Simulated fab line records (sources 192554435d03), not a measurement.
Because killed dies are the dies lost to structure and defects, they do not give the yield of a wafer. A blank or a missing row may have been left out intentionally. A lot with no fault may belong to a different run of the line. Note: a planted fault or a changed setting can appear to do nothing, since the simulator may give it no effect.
Which tool was responsible? ; flow n5Finfet ; at 1 step of a route of 1938, 12 lots with 36 wafers sampled

## WHAT THE GAUGES READ, wafer by wafer
N5_START_INSPECT_01: inspects for defects (unpatterned scan). Usual: rawDefectCount reads 5.6 (standard deviation 2.2).
lot;measured;on;rawDefectCount;flag
L410;day 3 00:02;defectInspect-01;8 7 9;
L414;day 4 00:02;defectInspect-01;5 2 5;
L415;day 4 06:02;defectInspect-01;6 5 5;
L416;day 4 12:02;defectInspect-02;6 5 4;
L417;day 4 18:02;defectInspect-02;5 5 6;
L418;day 5 00:02;defectInspect-01;8 5 5;
L419;day 5 06:02;defectInspect-01;8 5 7;
L420;day 5 12:02;defectInspect-01;5 4 4;
L423;day 6 06:02;defectInspect-02;5 2 3;
L424;day 6 12:02;defectInspect-01;4 5 2;
L425;day 6 18:02;defectInspect-01;4 6 3;
L426;day 7 00:02;defectInspect-01;3 6 7;

## WHAT TOOL EACH LOT RAN ON (gives the tool, then ch and the chambers of the sampled wafers, and finally the start)
The record holds no process step before these readings.

## AS READ BY THE TOOLS THEMSELVES (means over the sampled wafers that have a number; for cases with no such wafer, the mark the record gives instead)
The record holds no such reading with a usual standard deviation.

## THE ANSWER, worked out from the rows above alone
Rule: a lot counts as off when the mean over its wafers that have a number is more than 3 standard deviations away from the usual mean. Also off: a lot with no number at a reading for which 4 or more lots have one. Where the step has rows for the other lots, those lots are counted as sound. After the gauges, taken in route order, come the tools' own readings; for these a lot's mean is taken, as printed above. The first step at which some lot is off is used, and at that step the reading that is off furthest; a lot without a number counts as furthest.
Across all readings shown, no lot is off: no conclusion can be drawn from this.

## WHAT THE SIMULATOR HAD INSERTED
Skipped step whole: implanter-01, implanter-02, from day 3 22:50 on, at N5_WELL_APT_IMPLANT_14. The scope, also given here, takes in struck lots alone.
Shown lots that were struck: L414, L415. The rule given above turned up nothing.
